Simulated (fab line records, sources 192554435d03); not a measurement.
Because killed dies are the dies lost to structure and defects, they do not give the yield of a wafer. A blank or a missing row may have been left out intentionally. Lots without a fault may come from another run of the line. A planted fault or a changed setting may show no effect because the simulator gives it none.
A lot that was struck, set against a sound lot + flow n5-finfet + 39 steps out of a route of 1938
Sound: the wafers L896.1, L896.3, L896.5. Struck: wafer L892.5 (left out: L892.1, L892.2 of the same lot, which were not struck); the cause appears at the end.
For every step that has rows: the tool of each side, followed by ch and its chambers, followed by its first start. Under that, the readings that differ: sound wafers + struck wafers + difference of the means + sigmas: that difference in standard deviations of wafers without a fault.
alike: a reading whose means differ by less than 2 such deviations, as well as words and numbers matching on both sides. not compared: withheld readings; readings where some wafer has no value; bounds like >300 that might hide an equal value; numbers whose values overlap and for which the record gives no deviation.
The two part at a step that has a row with sigmas, a row that says differs or no value, or rows on one side only. When numbers do not overlap yet have no deviation, they are printed without sigmas and do not part them. A reading missing from all wafers of one side parts the sides only when that side holds two or more wafers.

first, 10 steps without rows for these wafers: N5_BEOL_M3_STRIP_36 (strips in N2/H2); N5_BEOL_M3_TRENCH_ETCH_37 (etches SiOC in C4F6/O2, target depth 55.555 nm, time 29.2 s); N5_BEOL_M3_ETCH_41 (etches SiCN in CH3F/O2, target depth 29.9 nm, time 52.5 s); N5_BEOL_M3_STRIP_97 (strips in N2/H2, time 10 s); N5_BEOL_M3_HM_STRIP_39 (strips TiN in peroxide tin strip, target depth 25 nm, time 158 s); N5_BEOL_M3_SRD_40 (time 30 s); N5_BEOL_M3_PRECLEAN_42 (cleans in residue remover, time 60 s); N5_BEOL_M3_SRD_43 (time 30 s); N5_BEOL_M3_DEGAS_44 (time 60 s); N5_BEOL_M3_PRE_CLEAN_45 (time 30 s).
N5_BEOL_M3_ALD_84: deposits TaN, pulse time 2 s, purge time 3 s, co reactant purge time 2 s.
  sound on ald-metal-04 ch 2,3, day 11 23:12; struck on ald-metal-01 ch 1, day 10 21:00
| reading    | sound    | struck | difference | sigmas |
|------------|----------|--------|------------|--------|
| ald-cycles | 30 30 30 | 54     | +24        |        |
  alike: chamber-pressure-Torr, heater-power-w, precursor-vessel-carrier-sccm
  not compared: since-wet-clean-h, model.TaN_of_BEOL_M3_ALD_84.thk-nm
then, 26 steps without rows for these wafers: N5_BEOL_M3_SURFACE_TREAT_85; N5_BEOL_M3_CVD_47 (deposits Co from CCTBA/H2, target thk 3 nm, time 223.8 s); N5_BEOL_M3_SPUTTER_48 (material Cu, target thk 4.5 nm, time 8.29 s); N5_BEOL_M3_ANNEAL_49 (time 240 s); N5_BEOL_M3_SPUTTER_79 (material Cu, target thk 4.5 nm, time 8.29 s); N5_BEOL_M3_ANNEAL_80 (time 240 s); N5_BEOL_M3_SPUTTER_81 (material Cu, target thk 4.5 nm, time 8.29 s); N5_BEOL_M3_ANNEAL_82 (time 240 s); N5_BEOL_M3_SPUTTER_86 (material Cu, target thk 4.5 nm, time 8.29 s); N5_BEOL_M3_ANNEAL_87 (time 240 s); N5_BEOL_M3_SPUTTER_88 (material Cu, target thk 4.5 nm, time 8.29 s); N5_BEOL_M3_ANNEAL_89 (time 240 s); N5_BEOL_M3_SPUTTER_90 (material Cu, target thk 4.5 nm, time 8.29 s); N5_BEOL_M3_ANNEAL_91 (time 240 s); N5_BEOL_M3_SPUTTER_92 (material Cu, target thk 4.5 nm, time 8.29 s); N5_BEOL_M3_ANNEAL_93 (time 240 s); N5_BEOL_M3_SPUTTER_94 (material Cu, target thk 4.5 nm, time 8.29 s); N5_BEOL_M3_ANNEAL_95 (time 240 s); N5_BEOL_M3_SPUTTER_96 (material Cu, target thk 4.5 nm, time 8.29 s); N5_BEOL_M3_ECD_50 (material Cu, target thk 300 nm); N5_BEOL_M3_ANNEAL_51 (time 90 s); N5_BEOL_M3_CMP_52 (polishes, stops on SiOC, t overpolish 6.8 s, target thk 40 nm); N5_BEOL_M3_PRE_CLEAN_60 (time 15 s); N5_BEOL_M3_CO_CAP_55 (material Co, precursor CCTBA/H2, target thk 2 nm, time 102.1 s); N5_BEOL_M3_PRE_CLEAN_56 (time 15 s); N5_BEOL_M3_DEP_57 (deposits SiCN from 3MS/NH3, target thk 8 nm, time 14 s).
N5_BEOL_M4_RC_MEAS_101:
  sound on prober-02 ch 0, day 12 13:20; struck on prober-01 ch 0, day 11 12:37
| reading                      | sound       | struck | difference | sigmas |
|------------------------------|-------------|--------|------------|--------|
| CHAIN_V2 (ohm/link)          | 210 229 222 | 417    | +197       | +21    |
| CHAIN_V2_max_site (ohm/link) | 224 241 232 | 426    | +194       | +19    |
| SERP_M3 (ohm/um)             | 159 186 175 | 269    | +96        | +7     |
| SERP_M3_max_site (ohm/um)    | 170 194 190 | 280    | +95        | +6     |
  alike: DIBL_N, DIBL_P, IOFF_N, IOFF_P, ION_N, ION_P, SS_N, SS_P, VT_N, VT_P
-- record jumps: 4 days separate the struck wafers' starts on either side; left off in module BEOL_M4, taken up again in module PASSIVATION, whose first shown step is the route's number 1936 --
N5_PASSIVATION_PROBE_49:
  sound on prober-01, day 17 06:47; struck on prober-01, day 15 20:48
  alike: defect-limited-yield, killed_at_M0_to_M3, killed_at_M4_up, killed-at-contacts, killed-at-front-end, killed-at-other, killed-dies, killed-open, killed-short, sort_bin_5_function, sort_bin_6_memory, sort_bin_8_speed, sort-n-pass

WHERE THEY PART
Only at N5_BEOL_M4_RC_MEAS_101, within this record. Later steps at which nothing parts them and some readings are alike: N5_PASSIVATION_PROBE_49.

WHY: the cause the simulator had injected
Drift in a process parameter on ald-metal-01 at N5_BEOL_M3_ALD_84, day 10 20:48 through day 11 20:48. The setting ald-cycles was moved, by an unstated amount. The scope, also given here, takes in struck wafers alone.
